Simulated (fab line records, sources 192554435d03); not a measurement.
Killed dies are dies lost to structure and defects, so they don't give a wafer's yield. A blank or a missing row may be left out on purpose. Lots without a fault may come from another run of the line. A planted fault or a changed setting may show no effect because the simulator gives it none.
Chamber matching | flow n5_finfet | N5_HKMG_FIN_CMP_94 on cmp-01: 4 sister chambers
The step polishes, stops on SiNx, t overpolish 4.7 s, target thk 43.299 nm. 4 wafers are shown with their chamber, then 7 later ones without.

WAFERS WITH THEIR CHAMBER
wafer  | chamber | motor_current_A (A)
L091.2 | 3       | 12.7
L091.5 | 1       | 12.3
L093.2 | 2       | 10.6
L093.3 | 0       | 11.3

WAFERS WITHOUT THEIR CHAMBER
wafer  | motor_current_A (A)
L093.4 | 11.8
L094.3 | 11.9
L094.4 | 11.1
L094.6 | 13.2
L097.1 | 12.9
L097.4 | 12.7
L097.6 | 12.5

WHICH CHAMBER EACH WENT THROUGH
wafer  | from the rows above          | in truth
L093.4 | can't be placed: 0 or 1 or 3 | 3
L094.3 | can't be placed: 1 or 0 or 3 | 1
L094.4 | can't be placed: 0 or 2      | 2
L094.6 | can't be placed: 3 or 1      | 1
L097.1 | can't be placed: 3 or 1      | 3
L097.4 | can't be placed: 3 or 1      | 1
L097.6 | can't be placed: 1 or 3      | 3
Placed correctly: 0 of 7. Can't be placed from these rows: 7 (the true chamber is among the candidates in 7). Placed wrongly: 0.
How it was worked out, from the rows above alone: a wafer's distance from a chamber is the root of the sum, over the readings, of the square of ((its reading less the chamber's mean) divided by the reading's scatter). The wafer belongs to the nearest chamber; if the next one is less than 2 further off, it can't be placed. A chamber's mean is the mean of its shown wafers. The scatter: with one shown wafer a chamber, the root of the mean of the squares of how far each hidden wafer lies from its nearest shown one.
